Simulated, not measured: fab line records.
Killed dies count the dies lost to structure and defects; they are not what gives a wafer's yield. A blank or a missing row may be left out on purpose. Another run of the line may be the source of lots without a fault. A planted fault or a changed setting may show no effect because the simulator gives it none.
A lot that was struck, set against a sound lot :: flow n5Finfet :: 14 out of 1938 route steps
Sound: wafers L686.1, L686.2, L686.3. Struck: wafer L677.6 (left out: L677.1, L677.4 of the same lot, which were not struck); the cause appears at the end.
At each step with rows: each side's tool, then ch and its chambers, then its first start. Under that, the readings that differ: sound wafers :: struck wafers :: difference of the means :: sigmas: that difference in standard deviations of wafers without a fault.
alike: readings with means less than 2 such deviations apart, plus words and numbers identical on both sides. not compared: withheld readings, readings lacking a value on some wafer, bounds such as >300 that could conceal the same value, and numbers that have no deviation in the record and whose values overlap.
The two part at a step that has a row with sigmas, a row that says differs or no value, or rows on one side only. Numbers that don't overlap but have no deviation are shown without sigmas and don't part them. A reading that every wafer of one side lacks parts them only if that side has two wafers or more.

N5_BEOL_M9_TRENCH_ETCH_37: etches SiCOH lowk in C4F6/O2, target depth 151.43 nm, time 49 s.
  sound: rieDiel-01 ch 0,1,2; struck: rieDiel-01 ch 0
  alike: drypumpMotorCurrentA, oes_ar_750_au, oesProductAu, rfFwdPowerW, rfVppV, showerheadPlenumPTorr, throttleValvePct
  not compared: rfHoursCounterH
N5_BEOL_M9_ETCH_41: etches SiCN in CH3F/O2, target depth 36.6 nm, time 70.1 s.
  sound: rieDiel-01 ch 0,1,2; struck: rieDiel-01 ch 0
  alike: drypumpMotorCurrentA, oesProductAu, rfFwdPowerW, rfVppV, showerheadPlenumPTorr, throttleValvePct
  not compared: rfHoursCounterH
N5_BEOL_M9_STRIP_80: strips in N2/H2, time 10 s.
  sound: rieDiel-01 ch 0,1,2; struck: rieDiel-01 ch 0
  alike: drypumpMotorCurrentA, oesProductAu, rfVppV, showerheadPlenumPTorr, throttleValvePct
  not compared: rfHoursCounterH
N5_BEOL_M9_OCD_MEAS_38:
  struck on ocd-01, day 13 05:46; sound on ocd-02, day 16 06:47
  alike: trenchDepthNm
then, 4 steps without rows for these wafers: N5_BEOL_M9_HM_STRIP_39 (strips TiN in peroxide tin strip, target depth 25 nm, time 158 s); N5_BEOL_M9_SRD_40 (time 30 s); N5_BEOL_M9_PRECLEAN_42 (cleans in residue remover, time 60 s); N5_BEOL_M9_SRD_43 (time 30 s).
N5_BEOL_M9_CD_MEAS_35: target cd 70 nm, target cd y 40 nm.
  struck on cdSem-02, day 13 05:55; sound on cdSem-03, day 16 06:56
  alike: cdNm
N5_BEOL_M9_CURE_72: cures SiCOH lowk, time 120 s.
  sound on uvCure-03 ch 0, day 16 06:58; struck on uvCure-02 ch 1, day 13 05:57
  alike: lampPowerPct, wafer_temp_C_max
then, 1 step without rows for these wafers: N5_BEOL_M9_DEGAS_44 (time 60 s).
N5_BEOL_M9_PRE_CLEAN_45: time 30 s.
  struck on pvdSputter-02, day 13 06:20; sound on pvdSputter-03, day 16 09:08
  alike: heaterPowerW
N5_BEOL_M9_ALD_74: deposits TaN, target thk 2 nm, pulse time 2 s, purge time 3 s.
  sound on aldMetal-03 ch 1,2,3, day 16 09:12; struck on aldMetal-01 ch 1, day 13 06:25
reading: aldCycles
sound: 40 40 40
struck: 54
difference: +14
sigmas: 

reading: model.TaN_of_BEOL_M9_ALD_74.thkNm (nm)
sound: 2 2 2
struck: 2.6
difference: +0.6
sigmas: 
  alike: heaterPowerW
then, 1 step without rows for these wafers: N5_BEOL_M9_SURFACE_TREAT_79.

== WHERE THEY PART ==
Nowhere in this record.

WHY: the cause the simulator had injected
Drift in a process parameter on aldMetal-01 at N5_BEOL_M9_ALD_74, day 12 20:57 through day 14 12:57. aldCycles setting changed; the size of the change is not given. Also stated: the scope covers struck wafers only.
